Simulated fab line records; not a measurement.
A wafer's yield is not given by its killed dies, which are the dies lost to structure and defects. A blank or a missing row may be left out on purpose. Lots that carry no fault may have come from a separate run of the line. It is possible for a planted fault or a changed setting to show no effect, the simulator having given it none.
Split-lot experiment :: flow n5-finfet :: route with 1938 steps; 7 lots, 39 wafers read

ABOUT THE SPLIT
At N5_DUMMY_GATE_ETCH_32 (etches SiO2 in CF4, target depth 3.5 nm, time 3.9 s), the setting time-s was moved away from the recipe's 3.9 s on 15 of the 39 wafers read, by -16.4% to +20.0%. The other wafers ran this setting at the recipe's value.

The reading comes from the split's own step.

THE READING
etch.depth-nm (the simulator's own value, which no gauge read), in nm, at N5_DUMMY_GATE_ETCH_32 (etches SiO2 in CF4, target depth 3.5 nm, time 3.9 s). The file does not state a usual value for it. Average 3.428 nm, standard deviation 0.086 nm, over the 24 wafers here run with the recipe.

wafer: L076.1
tool, chamber at the split: rie-si-05, 3
time-s as run, s: 3.9
against the recipe: recipe
etch.depth-nm, nm: 3.509
against lot-mates on the recipe: -

wafer: L076.2
tool, chamber at the split: rie-si-05, 0
time-s as run, s: 3.9
against the recipe: recipe
etch.depth-nm, nm: 3.573
against lot-mates on the recipe: -

wafer: L076.3
tool, chamber at the split: rie-si-05, 1
time-s as run, s: 4.679
against the recipe: +20.0%
etch.depth-nm, nm: 4.057
against lot-mates on the recipe: +0.526

wafer: L076.4
tool, chamber at the split: rie-si-05, 2
time-s as run, s: 3.9
against the recipe: recipe
etch.depth-nm, nm: 3.511
against lot-mates on the recipe: -

wafer: L076.5
tool, chamber at the split: rie-si-05, 3
time-s as run, s: 4.679
against the recipe: +20.0%
etch.depth-nm, nm: 4.222
against lot-mates on the recipe: +0.691

wafer: L076.6
tool, chamber at the split: rie-si-05, 0
time-s as run, s: 4.679
against the recipe: +20.0%
etch.depth-nm, nm: 4.324
against lot-mates on the recipe: +0.793

wafer: L081.1
tool, chamber at the split: rie-si-05, 3
time-s as run, s: 3.9
against the recipe: recipe
etch.depth-nm, nm: 3.494
against lot-mates on the recipe: -

wafer: L081.2
tool, chamber at the split: rie-si-05, 1
time-s as run, s: 4.17
against the recipe: +6.9%
etch.depth-nm, nm: 3.621
against lot-mates on the recipe: +0.117

wafer: L081.3
tool, chamber at the split: rie-si-05, 2
time-s as run, s: 3.9
against the recipe: recipe
etch.depth-nm, nm: 3.53
against lot-mates on the recipe: -

wafer: L081.4
tool, chamber at the split: rie-si-05, 1
time-s as run, s: 4.17
against the recipe: +6.9%
etch.depth-nm, nm: 3.651
against lot-mates on the recipe: +0.147

wafer: L081.5
tool, chamber at the split: rie-si-05, 2
time-s as run, s: 3.9
against the recipe: recipe
etch.depth-nm, nm: 3.488
against lot-mates on the recipe: -

wafer: L081.6
tool, chamber at the split: rie-si-05, 3
time-s as run, s: 4.17
against the recipe: +6.9%
etch.depth-nm, nm: 3.713
against lot-mates on the recipe: +0.209

wafer: L082.1
tool, chamber at the split: rie-si-06, 0
time-s as run, s: 4.572
against the recipe: +17.2%
etch.depth-nm, nm: 4.134
against lot-mates on the recipe: +0.713

wafer: L082.2
tool, chamber at the split: rie-si-06, 2
time-s as run, s: 3.9
against the recipe: recipe
etch.depth-nm, nm: 3.539
against lot-mates on the recipe: -

wafer: L082.3
tool, chamber at the split: rie-si-06, 1
time-s as run, s: 3.9
against the recipe: recipe
etch.depth-nm, nm: 3.355
against lot-mates on the recipe: -

wafer: L082.4
tool, chamber at the split: rie-si-06, 3
time-s as run, s: 4.572
against the recipe: +17.2%
etch.depth-nm, nm: 3.903
against lot-mates on the recipe: +0.482

wafer: L082.5
tool, chamber at the split: rie-si-06, 2
time-s as run, s: 4.572
against the recipe: +17.2%
etch.depth-nm, nm: 4.17
against lot-mates on the recipe: +0.749

wafer: L082.6
tool, chamber at the split: rie-si-06, 3
time-s as run, s: 3.9
against the recipe: recipe
etch.depth-nm, nm: 3.37
against lot-mates on the recipe: -

wafer: L084.1
tool, chamber at the split: rie-si-06, 2
time-s as run, s: 3.9
against the recipe: recipe
etch.depth-nm, nm: 3.528
against lot-mates on the recipe: -

wafer: L084.2
tool, chamber at the split: rie-si-06, 0
time-s as run, s: 3.259
against the recipe: -16.4%
etch.depth-nm, nm: 2.915
against lot-mates on the recipe: -0.477

wafer: L084.3
tool, chamber at the split: rie-si-06, 3
time-s as run, s: 3.259
against the recipe: -16.4%
etch.depth-nm, nm: 2.795
against lot-mates on the recipe: -0.597

wafer: L084.4
tool, chamber at the split: rie-si-06, 1
time-s as run, s: 3.9
against the recipe: recipe
etch.depth-nm, nm: 3.309
against lot-mates on the recipe: -

wafer: L084.5
tool, chamber at the split: rie-si-06, 1
time-s as run, s: 3.9
against the recipe: recipe
etch.depth-nm, nm: 3.339
against lot-mates on the recipe: -

wafer: L084.6
tool, chamber at the split: rie-si-06, 2
time-s as run, s: 3.259
against the recipe: -16.4%
etch.depth-nm, nm: 2.964
against lot-mates on the recipe: -0.428

wafer: L088.1
tool, chamber at the split: rie-si-06, 2
time-s as run, s: 3.9
against the recipe: recipe
etch.depth-nm, nm: 3.492
against lot-mates on the recipe: -

wafer: L088.2
tool, chamber at the split: rie-si-06, 3
time-s as run, s: 3.9
against the recipe: recipe
etch.depth-nm, nm: 3.334
against lot-mates on the recipe: -

wafer: L088.3
tool, chamber at the split: rie-si-06, 0
time-s as run, s: 3.9
against the recipe: recipe
etch.depth-nm, nm: 3.475
against lot-mates on the recipe: -

wafer: L088.4
tool, chamber at the split: rie-si-06, 1
time-s as run, s: 3.9
against the recipe: recipe
etch.depth-nm, nm: 3.311
against lot-mates on the recipe: -

wafer: L088.5
tool, chamber at the split: rie-si-06, 3
time-s as run, s: 3.9
against the recipe: recipe
etch.depth-nm, nm: 3.319
against lot-mates on the recipe: -

wafer: L088.6
tool, chamber at the split: rie-si-06, 0
time-s as run, s: 3.9
against the recipe: recipe
etch.depth-nm, nm: 3.464
against lot-mates on the recipe: -

wafer: L090.1
tool, chamber at the split: rie-si-06, 3
time-s as run, s: 3.9
against the recipe: recipe
etch.depth-nm, nm: 3.354
against lot-mates on the recipe: -

wafer: L090.5
tool, chamber at the split: rie-si-06, 0
time-s as run, s: 3.9
against the recipe: recipe
etch.depth-nm, nm: 3.492
against lot-mates on the recipe: -

wafer: L090.6
tool, chamber at the split: rie-si-06, 3
time-s as run, s: 3.9
against the recipe: recipe
etch.depth-nm, nm: 3.348
against lot-mates on the recipe: -

wafer: L097.1
tool, chamber at the split: rie-si-06, 1
time-s as run, s: 3.9
against the recipe: recipe
etch.depth-nm, nm: 3.31
against lot-mates on the recipe: -

wafer: L097.2
tool, chamber at the split: rie-si-06, 0
time-s as run, s: 4.35
against the recipe: +11.5%
etch.depth-nm, nm: 3.824
against lot-mates on the recipe: +0.447

wafer: L097.3
tool, chamber at the split: rie-si-06, 2
time-s as run, s: 3.9
against the recipe: recipe
etch.depth-nm, nm: 3.414
against lot-mates on the recipe: -

wafer: L097.4
tool, chamber at the split: rie-si-06, 3
time-s as run, s: 4.35
against the recipe: +11.5%
etch.depth-nm, nm: 3.69
against lot-mates on the recipe: +0.313

wafer: L097.5
tool, chamber at the split: rie-si-06, 0
time-s as run, s: 3.9
against the recipe: recipe
etch.depth-nm, nm: 3.408
against lot-mates on the recipe: -

wafer: L097.6
tool, chamber at the split: rie-si-06, 1
time-s as run, s: 4.35
against the recipe: +11.5%
etch.depth-nm, nm: 3.692
against lot-mates on the recipe: +0.315

FIT RESULTS
A straight line over all 39 wafers: etch.depth-nm changes by +0.0352 nm for each +1% of time-s; r = +0.96; the points scatter about the line by 0.096 nm.
The same after taking each lot's own level away (the mean of its wafers on the recipe; 39 wafers): +0.033 nm for each +1%; r = +0.96; scatter 0.084 nm.
The reading moves by 0.66 nm for the largest change in time-s, on that fit.
From 3.3773 to 3.5310 nm: that is the span of the lots' own levels, equal to 1.8 times the standard deviation above.
The two slopes are in agreement: the lot-to-lot level therefore moves the slope only a little.
Check: for one of the wafers moved furthest among these (+20.0%), held out of the fit, the line's prediction against its lot-mates is +0.681 nm. It came out at +0.526 nm against them.

OTHER SPLITS ON THESE WAFERS
These wafers also went through other splits before the reading. Each is held against what the fit with the lots' levels taken away leaves over:
other split on the same wafers: N5_PMOS_HMC_CHANNEL_EPI_EPI_20 pressure-torr
wafers away from the commonest value: 24
r with etch.depth-nm (lot level and that fit taken away): -0.13

other split on the same wafers: N5_STI_FIN_REVEAL_ETCHBACK_08 target-depth-a
wafers away from the commonest value: 12
r with etch.depth-nm (lot level and that fit taken away): -0.18

FILE'S OWN FIT
etch.depth-nm changes by +0.0331 nm for each +1% of time-s, r = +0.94.
